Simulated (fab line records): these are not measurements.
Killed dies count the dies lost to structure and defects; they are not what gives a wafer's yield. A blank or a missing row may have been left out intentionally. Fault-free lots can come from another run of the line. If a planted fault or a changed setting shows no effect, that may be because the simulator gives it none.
fab line records	flow n5-finfet
[record] lots = 6	wafers = 18	last-day = 20
route steps=1938 shown WELL_APT@46 PMOS_HMC_CHANNEL_EPI@57 BEOL_M4@1111 PASSIVATION@1936
lots that met no fault: from a run of the same line without faults
start-h: start of the lot's first displayed wafer, in hours after the record's first day	wait-h: how many hours have passed since the lot's step before this one	" identical to the entry in the row above	L1.1+2: one row covering several wafers at once	- either no value or no given start	* or withheld: withheld	< > ~ a bound
route shown NAME@n: names a module that has steps shown in the file, with the first one's number in the route	usual: mean and standard deviation over wafers with no fault	same: alike in all rows	chamber/n: place in a boat	sites: each site's reading	_std_site: their standard deviation	_edge_site: mean of outer sites minus mean of inner sites	radius-mm: for every site, how far away it sits from the centre of the wafer	mask NAME#n: copy n	behind: tool/chamber where the wafer was last shaped	hold: cause of the lot's hold/its duration in hours/its outcome	device: which transistor (n, p or np) failed to switch	end of line: the route-end tests of the same wafers	for a step that has no rows: nothing shown but its recipe	killed: count of dies lost to structure and defects at first sort (not the wafer's yield)	map: the dies of a wafer, with x for killed, . for not killed, _ for no die there
set.NAME: the setting as run; set.NAME@STEP: as run at that earlier step	model.NAME: the simulator's own value behind a step, which no gauge read
lots seen at some steps along the route; tables by step, rows by wafer
services: from which hour (start-h, from the record's first day; less than 0 if before it) a tool's chamber was out of use, for how many hours, and why
[[steps]]
[step N5_WELL_APT_DESCUM_30]
[recipe] chemistry = O2	time-s = 7.9	source-power-w = 50	bias-power-w = 20	pressure-mtorr = 20	rf-frequency-hz = 2.712e+07	temp-c = 40	o2-flow-sccm = 225
[usual] chamber-pressure-mTorr = 19.999/0.021	drypump-motor-current-A = 5.6/0.55	o2-flow-sccm = 224.9/0.68	oes-product-au = 0.78/0.09	rf-vpp-V = 243.2/1.2	showerhead-plenum-p-Torr = 2.10/0.056	temp-c = 40.00/0.11	throttle-valve-pct = 20.19/0.2
[same] time-s = 7.9
lot.wafer	tool	chamber	start-h	wait-h	chamber-pressure-mTorr	drypump-motor-current-A	o2-flow-sccm	oes-product-au	rf-hours-counter-h	rf-vpp-V	showerhead-plenum-p-Torr	temp-c	throttle-valve-pct
L274.1	rie-diel-04	2	14.99	0.0	20.018	4.9	224.7	0.79	87	243.1	2.10	39.99	19.81
L274.2	"	3	"	"	20.010	6.6	224.6	0.76	154	245.8	2.19	40.06	20.21
L274.5	"	2	"	"	19.991	4.9	224.7	0.80	-	244.3	2.10	40.08	19.81
L280.1	rie-diel-04	3	51.33	0.0	19.998	6.6	223.7	0.75	171	245.0	2.19	40.11	20.22
L280.4	"	0	"	"	20.003	5.7	224.8	0.70	-	244.3	2.08	40.23	20.20
L280.6	"	3	"	"	19.993	6.6	223.0	0.74	-	243.8	2.19	40.08	20.25
L284.1	rie-diel-05	1	75.19	0.0	20.034	6.4	225.1	0.94	9	242.5	2.04	40.02	19.88
L284.3	"	0	"	"	20.000	5.3	225.5	0.83	77	243.5	2.11	40.20	20.18
L284.6	"	3	"	"	19.950	5.2	225.5	0.65	-	243.0	2.05	39.87	20.46
L285.4	rie-diel-04	2	81.04	0.0	20.004	4.9	224.7	0.77	114	244.2	2.09	39.94	19.86
L285.5	"	0	"	"	20.015	5.8	225.6	0.70	-	242.3	2.07	39.92	20.22
L285.6	"	1	"	"	20.004	6.4	225.2	0.96	-	243.2	2.12	40.07	20.22
L293.2	rie-diel-04	1	129.16	0.0	19.990	6.4	224.7	0.91	18	244.2	2.11	39.87	20.23
L293.3	"	0	"	"	19.994	5.7	224.5	0.69	215	242.1	2.07	39.85	20.24
L293.4	"	3	"	"	20.010	6.6	225.5	0.72	194	243.6	2.18	40.06	20.28
L296.1	rie-diel-01	3	147.09	0.0	19.976	5.6	225.5	0.87	49	243.5	2.04	40.14	20.01
L296.5	"	1	"	"	19.987	5.1	224.8	0.74	-	244.5	2.19	40.01	20.39
L296.6	"	0	"	"	19.994	5.5	224.8	0.73	-	242.9	2.09	39.95	20.52
[step N5_WELL_APT_IMPLANT_31]
[recipe] species = B	energy-kev = 60	dose-cm2 = 1.5e+13	tilt-deg = 0	rotation-deg = 0
[step N5_WELL_APT_IMPLANT_32]
[recipe] species = BF2	energy-kev = 50	dose-cm2 = 2e+13	tilt-deg = 0	rotation-deg = 0
[step N5_WELL_APT_STRIP_33]
[recipe] chemistry = SPM	time-s = 900	temp-c = 130	h2so4-h2o2-vol-ratio = 4	dry = ipa-marangoni
[step N5_WELL_APT_RTA_34]
[recipe] temp-c = 1000	time-s = 10	ambient = N2	idle-temp-c = 600	ramp-up-c-per-s = 150	ramp-down-c-per-s = 60	cool-to-c = 600
[usual] lamp-power-pct = 13.00/0.052	wafer_temp_C_max = 1003.6/1.2
[same] time-s = 10
lot.wafer	tool	chamber	start-h	wait-h	lamp-power-pct	wafer_temp_C_max
L274.1	rtp-anneal-01	0	15.75	0.0	12.89	1004.8
L274.2	"	0	"	"	12.97	1003.4
L274.5	"	0	"	"	13.06	1002.7
L280.1	rtp-anneal-02	0	52.09	0.0	13.12	1004.0
L280.4	"	0	"	"	12.99	1004.1
L280.6	"	0	"	"	13.02	1002.9
L284.1	rtp-anneal-02	0	75.97	0.0	12.97	1004.7
L284.3	"	0	"	"	12.99	1003.5
L284.6	"	0	"	"	13.02	1003.0
L285.4	rtp-anneal-02	0	81.91	0.1	13.08	1004.0
L285.5	"	0	"	"	12.96	1003.4
L285.6	"	0	"	"	12.88	1001.4
L293.2	rtp-anneal-02	0	129.94	0.0	12.97	1004.3
L293.3	"	0	"	"	12.99	1002.6
L293.4	"	0	"	"	12.99	1002.9
L296.1	rtp-anneal-02	0	147.87	0.0	12.94	1004.8
L296.5	"	0	"	"	13.02	1003.0
L296.6	"	0	"	"	13.01	1003.5
[step N5_WELL_APT_OXIDE_STRIP_42]
[recipe] chemistry = dHF	dilution = 25:1	time-s = 45	temp-c = 25	target = SiO2	target-depth-a = 120
[step N5_WELL_APT_PRECLEAN_36]
[recipe] chemistry = O3/DIW	time-s = 45	temp-c = 22	o3-ppm = 10
[step N5_WELL_APT_PRECLEAN_39]
[recipe] chemistry = dHF	time-s = 60	dilution = 150:1	temp-c = 25
[step N5_WELL_APT_SRD_37]
[recipe] dry = ipa-marangoni	do-ppb = 5	time-s = 30	temp-c = 23	rinse-liquid = diw
[step N5_WELL_APT_EPI_41]
[recipe] material = Si	target-thk-a = 500	temp-c = 650	precursor = SiH4/H2	pressure-torr = 20	time-s = 297.7
[usual] lamp-inner-pct = 13.8/1.7	throttle-valve-pct = 11.55/0.15
[same] time-s = 297.7
lot.wafer	tool	chamber	start-h	wait-h	lamp-inner-pct	throttle-valve-pct
L274.1	epi-rpcvd-04	0	15.99	0.0	12.9	11.54
L274.2	"	0	"	"	12.9	11.66
L274.5	"	0	"	"	13.1	11.78
L280.1	epi-rpcvd-04	0	52.33	0.0	13.1	11.59
L280.4	"	0	"	"	13.1	11.80
L280.6	"	0	"	"	13.2	11.53
L284.1	epi-rpcvd-02	0	76.22	0.0	12.8	11.46
L284.3	"	0	"	"	12.7	11.58
L284.6	"	0	"	"	12.7	11.64
L285.4	epi-rpcvd-01	0	82.39	0.3	17.2	11.53
L285.5	"	0	"	"	17.3	11.67
L285.6	"	0	"	"	17.3	11.51
L293.2	epi-rpcvd-04	0	130.34	0.2	13.0	11.79
L293.3	"	0	"	"	13.0	11.49
L293.4	"	0	"	"	13.0	11.45
L296.1	epi-rpcvd-04	0	148.11	0.0	13.0	11.35
L296.5	"	0	"	"	13.0	11.39
L296.6	"	0	"	"	13.1	11.47
[step N5_WELL_APT_INSPECT_38]
[recipe] inspect-instrument = darkfield	mode = post-epi
[usual] raw-defect-count = 13/5.4
lot.wafer	tool	chamber	start-h	wait-h	raw-defect-count
L274.1	defect-inspect-02	-	16.63	0.5	14
L274.2	"	-	"	"	11
L274.5	"	-	"	"	13
L280.1	defect-inspect-01	-	52.96	0.5	9
L280.4	"	-	"	"	11
L280.6	"	-	"	"	22
L284.1	defect-inspect-02	-	76.86	0.5	5
L284.3	"	-	"	"	7
L284.6	"	-	"	"	6
L285.4	defect-inspect-02	-	82.73	0.2	14
L285.5	"	-	"	"	18
L285.6	"	-	"	"	5
L293.2	defect-inspect-02	-	131.26	0.7	12
L293.3	"	-	"	"	18
L293.4	"	-	"	"	15
L296.1	defect-inspect-01	-	148.94	0.7	6
L296.5	"	-	"	"	15
L296.6	"	-	"	"	11
[step N5_PMOS_HMC_CHANNEL_EPI_HM_DEP_34]
[recipe] material = SiO2	target-thk-a = 360	temp-c = 400	precursor = TEOS/O2	pressure-torr = 6.5	rf-w = 900	teos-flow-sccm = 161.4	gas = O2	flow-sccm = 2650	time-s = 6.9
[usual] heater-power-w = 557/94	showerhead-plenum-p-Torr = 8.337/0.026	throttle-valve-pct = 18.4/1.2
[same] time-s = 6.9
lot.wafer	tool	chamber	start-h	wait-h	heater-power-w	showerhead-plenum-p-Torr	throttle-valve-pct
L274.1	pecvd-03	2	16.66	0.0	568	8.297	16.9
L274.2	"	1	"	"	503	8.348	19.7
L274.5	"	2	"	"	615	8.293	17.0
L280.1	pecvd-04	0	53.00	0.0	656	8.339	17.9
L280.4	"	0	"	"	675	8.352	17.8
L280.6	"	1	"	"	563	8.356	20.9
L284.1	pecvd-02	2	76.89	0.0	382	8.324	16.7
L284.3	"	0	"	"	522	8.351	18.0
L284.6	"	0	"	"	533	8.324	17.8
L285.4	pecvd-03	2	82.78	0.0	719	8.281	17.3
L285.5	"	0	"	"	640	8.335	18.0
L285.6	"	1	"	"	551	8.346	19.8
L293.2	pecvd-02	0	131.30	0.0	511	8.316	18.4
L293.3	"	1	"	"	592	8.369	19.0
L293.4	"	2	"	"	323	8.346	16.6
L296.1	pecvd-03	0	148.98	0.0	601	8.342	18.2
L296.5	"	0	"	"	603	8.349	18.1
L296.6	"	2	"	"	679	8.283	17.3
[step N5_PMOS_HMC_CHANNEL_EPI_COAT_31]
[recipe] resist = BARC	temp-c = 205	time-s = 60	spin-rpm = 1500	resist-thk-nm = 66
[usual] heater-power-total-W = 391.7/1.3	plate-temp-C = 205.00/0.17
[same] time-s = 60
lot.wafer	tool	chamber	start-h	wait-h	heater-power-total-W	plate-temp-C
L274.1	litho-track-05	0	16.73	0.1	393.1	204.92
L274.2	"	0	"	"	390.3	205.25
L274.5	"	0	"	"	391.2	204.99
L280.1	litho-track-03	0	53.05	0.0	392.8	205.09
L280.4	"	0	"	"	391.1	204.77
L280.6	"	0	"	"	389.6	204.97
L284.1	litho-track-05	0	76.95	0.0	409.3	212.31
L284.3	"	0	"	"	407.6	212.39
L284.6	"	0	"	"	408.1	212.42
L285.4	litho-track-05	0	82.82	0.0	408.7	212.45
L285.5	"	0	"	"	410.0	212.43
L285.6	"	0	"	"	406.5	212.61
L293.2	litho-track-03	0	131.35	0.0	391.7	204.91
L293.3	"	0	"	"	392.2	205.07
L293.4	"	0	"	"	391.8	204.94
L296.1	litho-track-03	0	149.04	0.0	390.8	205.04
L296.5	"	0	"	"	392.3	204.85
L296.6	"	0	"	"	391.1	204.70
[step N5_PMOS_HMC_CHANNEL_EPI_COAT_03]
[recipe] resist = CAR-ArF-block	spin-rpm = 1500	resist-thk-nm = 205
[step N5_BEOL_M4_RC_MEAS_101]
[usual] DIBL_N = 37.1/2.6	DIBL_P = 38/3	IOFF_N = 0.18/0.052	IOFF_P = 0.25/0.06	ION_N = 678/15	ION_P = 467/8.6	SS_N = 71.7/0.73	SS_P = 73.7/0.89	VT_N = 249/4.3	VT_P = -248/3.8
lot.wafer	tool	chamber	start-h	wait-h	DIBL_N[mV/V]	DIBL_P[mV/V]	IOFF_N[nA/um]	IOFF_P[nA/um]	ION_N[uA/um]	ION_P[uA/um]	SS_N[mV/dec]	SS_P[mV/dec]	VT_N[mV]	VT_P[mV]
L274.1	prober-01	0	230.79	0.0	35.2	37	0.16	0.23	667	465	71.4	73.5	252	-246
L274.2	"	0	"	"	37.3	42	0.21	0.33	678	471	72.4	74.3	246	-243
L274.5	"	0	"	"	37.4	38	0.22	0.24	671	457	73.1	73.1	249	-246
L280.1	prober-01	0	265.52	0.0	38.1	38	0.18	0.26	686	476	71.7	73.7	249	-244
L280.4	"	0	"	"	38.1	39	0.19	0.29	681	483	71.9	73.8	244	-241
L280.6	"	0	"	"	37.8	39	0.19	0.29	697	486	71.2	73.8	247	-244
L285.4	prober-02	0	294.82	0.5	28.1	29	0.07	0.12	629	443	69.9	71.6	261	-260
L285.5	"	0	"	"	37.7	40	0.20	0.28	686	476	71.9	74.0	246	-247
L285.6	"	0	"	"	33.8	34	0.12	0.16	644	448	71.4	72.5	255	-254
L284.1	prober-02	0	312.64	0.0	37.8	38	0.19	0.25	666	458	72.7	74.4	247	-249
L284.3	"	0	"	"	33.6	33	0.12	0.18	654	456	71.0	72.4	255	-251
L284.6	"	0	"	"	36.9	39	0.18	0.28	671	469	71.2	73.3	249	-246
L293.2	prober-01	0	348.81	0.2	38.7	41	0.21	0.26	686	463	72.1	74.4	248	-248
L293.3	"	0	"	"	38.3	40	0.20	0.23	684	463	71.8	74.2	245	-250
L293.4	"	0	"	"	34.2	37	0.13	0.20	666	464	70.8	72.9	253	-252
L296.1	prober-02	0	367.66	0.0	35.7	37	0.16	0.21	676	466	71.6	73.2	247	-249
L296.5	"	0	"	"	40.8	43	0.26	0.33	675	463	73.7	74.7	246	-245
L296.6	"	0	"	"	35.8	37	0.18	0.23	694	475	70.6	74.2	249	-246
[step N5_PASSIVATION_PROBE_49]
[usual] defect-limited-yield = 91.4/1.4	killed_at_M0_to_M3 = 34/9.1	killed_at_M4_up = 14/5.2	killed-at-contacts = 12/6.4	killed-at-front-end = 38/11	killed-at-other = 3.7/2.8	killed-dies = 102/17	killed-open = 68/13	killed-short = 32/7.8	sort_bin_5_function = 5.1/1	sort_bin_6_memory = 3.2/0.66	sort_bin_8_speed = 0.1/0.92	sort-n-pass = 1076/19	sort-yield-pct = 91.2/1.6
[same] gross-dies = 1180	killed-at-back-side = 0	sort_bin_4_leakage[%] = 0
lot.wafer	tool	chamber	start-h	wait-h	defect-limited-yield[%]	killed_at_M0_to_M3	killed_at_M4_up	killed-at-contacts	killed-at-front-end	killed-at-other	killed-dies	killed-open	killed-short	sort_bin_5_function[%]	sort_bin_6_memory[%]	sort_bin_8_speed[%]	sort-n-pass	sort-yield-pct[%]
L274.1	prober-01	-	337.07	0.0	92.9	30	9	11	26	8	84	51	32	3.5	3.3	0	1096	92.9
L274.2	prober-01	-	337.12	0.1	90.7	57	8	7	32	6	110	75	35	5.2	3.7	0	1070	90.7
L274.5	prober-01	-	337.27	0.2	92.7	32	14	6	33	1	86	58	26	4.6	2.3	0	1094	92.7
L280.1	prober-02	-	363.42	0.0	92.2	27	10	11	42	2	92	60	27	4.4	3.1	0	1088	92.2
L280.4	prober-02	-	363.57	0.2	92.4	44	6	8	28	4	90	59	25	4.5	2.9	0.1	1090	92.4
L280.6	prober-02	-	363.67	0.3	93.1	25	11	14	31	1	82	64	17	3.6	3.3	0	1098	93.1
L285.4	prober-01	-	398.67	0.2	93.6	17	7	8	39	4	75	56	17	4.0	2.2	10.9	976	82.7
L285.5	prober-01	-	398.72	0.2	92.5	20	17	14	38	0	89	55	31	4.5	2.5	0	1091	92.5
L285.6	prober-01	-	398.77	0.3	90.9	30	15	14	48	0	107	73	31	5.3	3.6	0	1073	90.9
L284.1	prober-02	-	419.49	0.0	91.8	42	13	10	28	4	97	67	24	4.7	3.0	0	1083	91.8
L284.3	prober-02	-	419.59	0.1	91.1	27	5	26	43	4	105	68	36	4.7	4.0	0.1	1074	91.0
L284.6	prober-02	-	419.74	0.3	93.6	21	14	8	28	5	76	53	22	4.0	2.1	0	1104	93.6
L293.2	prober-01	-	450.93	0.1	89.4	45	17	20	39	4	125	77	48	6.5	3.6	0	1055	89.4
L293.3	prober-01	-	450.98	0.1	91.2	48	7	12	34	3	104	59	45	5.3	3.5	0	1076	91.2
L293.4	prober-01	-	451.03	0.2	89.2	42	18	13	52	2	127	88	37	7.0	3.4	0	1053	89.2
L296.1	prober-02	-	478.26	0.0	90.7	39	15	13	42	1	110	80	28	6.1	3.1	0	1070	90.7
L296.5	prober-02	-	478.46	0.2	89.7	48	12	22	32	7	121	85	36	5.8	4.2	0	1059	89.7
L296.6	prober-02	-	478.51	0.3	91.9	28	17	9	28	13	95	69	24	5.1	3.0	0	1085	91.9
// killed by level:class
L274.1 BEOL_M3:geometric-particle:open=12 MOL_CONTACT_COAG:geometric-particle:open=8 FIN_SAQP:geometric-particle:short=5 DUMMY_GATE:geometric-particle:open=5 BEOL_M4:geometric-particle:short=5 MIM_TOP_ETCH:geometric-particle:open=5 BEOL_M0_SAQP:geometric-particle:open=4 GATE_CUT:geometric-particle:short=4
L274.2 BEOL_M3:geometric-particle:open=15 BEOL_M2:geometric-particle:open=9 DUMMY_GATE:geometric-particle:open=7 BEOL_M0_SAQP:geometric-particle:open=7 BEOL_M0_SAQP:geometric-particle:short=7 BEOL_M1:geometric-particle:open=6 MOL_CONTACT_COAG:geometric-particle:open=5 BEOL_M3:geometric-particle:short=5
L274.5 BEOL_M2:geometric-particle:open=11 BEOL_M3:geometric-particle:open=11 STI_FIN_REVEAL:geometric-particle:open=6 FIN_SAQP:geometric-particle:short=5 DUMMY_GATE:geometric-particle:open=5 BEOL_M0_SAQP:geometric-particle:short=5 BEOL_M4:geometric-particle:open=5 FIN_SAQP:geometric-particle:open=4
L280.1 DUMMY_GATE:geometric-particle:open=16 MOL_CONTACT_COAG:geometric-particle:open=10 BEOL_M0_SAQP:geometric-particle:short=9 BEOL_M4:geometric-particle:open=8 FIN_SAQP:geometric-particle:short=6 BEOL_M3:geometric-particle:open=6 STI_FIN_REVEAL:geometric-particle:open=4 BEOL_M2:geometric-particle:open=4
L280.4 BEOL_M2:geometric-particle:open=11 BEOL_M1:geometric-particle:open=9 MOL_CONTACT_COAG:geometric-particle:open=8 BEOL_M0:geometric-particle:open=8 FIN_SAQP:geometric-particle:short=7 BEOL_M0_SAQP:geometric-particle:short=7 FIN_SAQP:geometric-particle:open=4 STI_FIN_REVEAL:geometric-particle:open=4
L280.6 MOL_CONTACT_COAG:geometric-particle:open=12 BEOL_M3:geometric-particle:open=8 STI_FIN_REVEAL:geometric-particle:open=6 DUMMY_GATE:geometric-particle:open=6 BEOL_M0:geometric-particle:open=5 BEOL_M4:geometric-particle:open=5 FIN_SAQP:geometric-particle:short=3 GATE_CUT:geometric-particle:short=3
L285.4 FIN_SAQP:geometric-particle:open=12 STI_FIN_REVEAL:geometric-particle:open=11 FIN_SAQP:geometric-particle:short=7 MOL_CONTACT_COAG:geometric-particle:open=7 BEOL_M2:geometric-particle:open=4 BEOL_M3:geometric-particle:open=4 BEOL_M5:geometric-particle:open=3 BEOL_M0_SAQP:geometric-particle:open=3
L285.5 FIN_SAQP:geometric-particle:open=14 FIN_SAQP:geometric-particle:short=12 MOL_CONTACT_COAG:geometric-particle:open=9 BEOL_M4:geometric-particle:open=7 BEOL_M0_SAQP:geometric-particle:short=6 MOL_CONTACT_COAG:geometric-particle:short=5 BEOL_M3:geometric-particle:open=5 STI_FIN_REVEAL:geometric-particle:open=3
L285.6 FIN_SAQP:geometric-particle:open=18 MOL_CONTACT_COAG:geometric-particle:open=11 BEOL_M0_SAQP:geometric-particle:open=8 BEOL_M0_SAQP:geometric-particle:short=7 STI_FIN_REVEAL:geometric-particle:open=6 BEOL_M2:geometric-particle:open=6 DUMMY_GATE:geometric-particle:open=6 BEOL_M2:geometric-particle:short=6
L284.1 BEOL_M3:geometric-particle:open=15 BEOL_M2:geometric-particle:open=13 MOL_CONTACT_COAG:geometric-particle:open=8 FIN_SAQP:geometric-particle:short=5 BEOL_M4:geometric-particle:open=5 FIN_SAQP:geometric-particle:open=4 BEOL_M2:geometric-particle:short=4 STI_FIN_REVEAL:geometric-particle:open=3
L284.3 MOL_CONTACT_COAG:geometric-particle:open=17 BEOL_M2:geometric-particle:open=11 STI_FIN_REVEAL:geometric-particle:open=9 MOL_CONTACT_COAG:geometric-particle:short=9 FIN_SAQP:geometric-particle:open=8 BEOL_M3:geometric-particle:open=6 FIN_SAQP:geometric-particle:short=5 FIN_CUT:geometric-particle:short=4
L284.6 STI_FIN_REVEAL:geometric-particle:open=10 BEOL_M2:geometric-particle:open=9 MOL_CONTACT_COAG:geometric-particle:open=6 STARTING-WAFER:geometric-particle:short=5 BEOL_M4:geometric-particle:open=5 BEOL_M5:geometric-particle:open=4 FIN_CUT:geometric-particle:short=3 FIN_SAQP:geometric-particle:short=3
L293.2 FIN_SAQP:geometric-particle:short=15 MOL_CONTACT_COAG:geometric-particle:open=13 BEOL_M3:geometric-particle:open=10 BEOL_M4:geometric-particle:open=8 BEOL_M2:geometric-particle:open=8 MOL_CONTACT_COAG:geometric-particle:short=7 BEOL_M0_SAQP:geometric-particle:open=7 BEOL_M0_SAQP:geometric-particle:short=6
L293.3 BEOL_M0_SAQP:geometric-particle:short=16 MOL_CONTACT_COAG:geometric-particle:open=11 FIN_SAQP:geometric-particle:short=10 BEOL_M3:geometric-particle:open=9 FIN_SAQP:geometric-particle:open=7 BEOL_M0_SAQP:geometric-particle:open=6 BEOL_M1:geometric-particle:open=6 GATE_CUT:geometric-particle:short=5
L293.4 MOL_CONTACT_COAG:geometric-particle:open=13 BEOL_M2:geometric-particle:open=12 DUMMY_GATE:geometric-particle:open=10 FIN_SAQP:geometric-particle:open=9 FIN_SAQP:geometric-particle:short=9 BEOL_M0_SAQP:geometric-particle:open=8 BEOL_M3:geometric-particle:open=8 BEOL_M4:geometric-particle:open=8
L296.1 STI_FIN_REVEAL:geometric-particle:open=17 MOL_CONTACT_COAG:geometric-particle:open=11 BEOL_M0_SAQP:geometric-particle:open=10 BEOL_M4:geometric-particle:open=8 BEOL_M2:geometric-particle:open=7 BEOL_M0_SAQP:geometric-particle:short=6 BEOL_M3:geometric-particle:open=6 FIN_SAQP:geometric-particle:open=5
L296.5 MOL_CONTACT_COAG:geometric-particle:open=18 STI_FIN_REVEAL:geometric-particle:open=12 BEOL_M0_SAQP:geometric-particle:open=12 BEOL_M0_SAQP:geometric-particle:short=11 BEOL_M2:geometric-particle:open=10 BEOL_M1:geometric-particle:open=8 BEOL_M4:geometric-particle:open=5 MOL_CONTACT_COAG:geometric-particle:short=4
L296.6 BEOL_M2:geometric-particle:open=12 STI_FIN_REVEAL:geometric-particle:open=10 MOL_CONTACT_COAG:geometric-particle:open=8 BEOL_M4:geometric-particle:open=6 MIM_TOP_ETCH:geometric-particle:open=5 FIN_SAQP:geometric-particle:open=4 BEOL_M0_SAQP:geometric-particle:short=4 BEOL_M3:geometric-particle:open=4
[[services]]
tool	chamber	start-h	hours	kind
rie-diel-04	-	-2.11	13.1	repair
pecvd-04	1	5.47	4.1	repair
pecvd-03	0	12.07	6.7	repair
pecvd-03	-	20.03	0.7	repair
rie-diel-05	2	27.33	21.1	repair
rie-diel-05	1	30.14	9.1	repair
epi-rpcvd-02	-	33.81	1.6	repair
pecvd-04	0	35.93	7.1	repair
rie-diel-04	1	39.67	-	clean
rie-diel-04	1	39.67	-	consumable-replace:focus-ring
rie-diel-05	-	48.53	14.6	pm
epi-rpcvd-04	-	57.62	6.0	pm
pecvd-04	-	60.31	0.6	repair
pecvd-03	-	61.79	6.0	pm
epi-rpcvd-01	-	62.94	6.0	pm
pecvd-03	-	67.79	14.6	pm
epi-rpcvd-01	-	68.94	2.8	pm
pecvd-02	-	82.07	9.8	repair
rie-diel-01	1	110.94	3.2	repair
rie-diel-01	-	123.84	1.0	repair
pecvd-04	-	127.98	6.0	pm
rie-diel-04	0	130.04	8.7	repair
pecvd-04	2	142.11	4.0	repair
rie-diel-01	-	147.93	0.5	repair
[[key]]
[first-sign] step = N5_PMOS_HMC_CHANNEL_EPI_COAT_31	reading = plate-temp-C	direction = up	sigmas = 43	usual = *	struck = *
[effect] step = N5_PMOS_HMC_CHANNEL_EPI_COAT_31	reading = heater-power-total-W	direction = up	sigmas = 13	usual = *	struck = *
met-at N5_PMOS_HMC_CHANNEL_EPI_COAT_31
struck-wafers L284.1,L284.3,L284.6,L285.4,L285.5,L285.6
onset-between 16.73 76.95
[fault] kind = process-parameter-drift	tool = litho-track-05	chamber = -	onset-h = 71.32	steps = N5_PMOS_HMC_CHANNEL_EPI_COAT_31	channel = temp-c	offset = *	shape = step	end-h = 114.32	acts-in = *	stated = *
